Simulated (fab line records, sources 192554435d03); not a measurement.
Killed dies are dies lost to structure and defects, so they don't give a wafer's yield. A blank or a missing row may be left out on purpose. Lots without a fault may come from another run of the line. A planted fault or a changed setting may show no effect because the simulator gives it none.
One fault seen from 2 desks | flow n5_finfet | each desk has only its own numbers; what lay behind them comes last

THE DEFECT DESK
What the inspections along the route counted, lot by lot: means of the sampled wafers that have a number. A lot is out of limits, marked OUT, if its mean lies more than 4 standard deviations from the usual mean; the brackets give that distance.
Columns: A = raw_defect_count at N5_BEOL_M5_INSPECT_58, usual 69
lot  | first seen here | A
L111 | day 8 16:56     | 54
L112 | day 9 13:02     | 81
L113 | day 10 07:05    | 86
L114 | day 10 10:24    | 57
L117 | day 11 10:32    | 49
L125 | day 13 02:22    | 85
L131 | day 14 11:04    | 67
L130 | day 14 17:56    | 54
L127 | day 14 18:29    | 56
L133 | day 15 02:59    | 57
L134 | day 15 20:07    | 66
This desk's finding: nothing out of limits on any of the 11 lots.

THE TOOL OWNER'S DESK: pecvd-03
The tool's own readings at N5_BEOL_M5_PECVD_70 (deposits SiO2 from TEOS/O2, target thk 16 nm, time 18 s): means of the sampled wafers that have a number, for each lot that ran on this tool. A lot is out of limits, marked OUT, if its mean lies more than 4 standard deviations from the usual mean; the brackets give that distance.
Columns: A = chamber_pressure_Torr at N5_BEOL_M5_PECVD_70, usual 5.502 Torr; B = heater_power_w at N5_BEOL_M5_PECVD_70, usual 743 W; C = showerhead_plenum_p_Torr at N5_BEOL_M5_PECVD_70, usual 8.80 Torr; D = throttle_valve_pct at N5_BEOL_M5_PECVD_70, usual 22.5 %
lot  | first seen here | A     | B   | C    | D
L111 | day 8 05:19     | 5.500 | 790 | 8.80 | 21.2
L112 | day 9 01:51     | 5.509 | 723 | 8.81 | 23.8
L113 | day 9 20:07     | 5.508 | 626 | 8.76 | 23.8
L114 | day 9 23:34     | 5.489 | 769 | 8.73 | 22.5
L117 | day 10 22:22    | 5.506 | 738 | 8.86 | 21.2
L131 | day 13 23:00    | 5.498 | 755 | 8.86 | 22.7
L130 | day 14 05:19    | 5.492 | 668 | 8.74 | 22.7
L133 | day 14 13:53    | 5.507 | 753 | 8.80 | 22.6
This desk's finding: nothing out of limits on any of the 8 lots.

PUT TOGETHER
The defect desk saw nothing out of limits.
The tool owner's desk saw nothing out of limits.

WHAT THE SIMULATOR HAD PUT IN
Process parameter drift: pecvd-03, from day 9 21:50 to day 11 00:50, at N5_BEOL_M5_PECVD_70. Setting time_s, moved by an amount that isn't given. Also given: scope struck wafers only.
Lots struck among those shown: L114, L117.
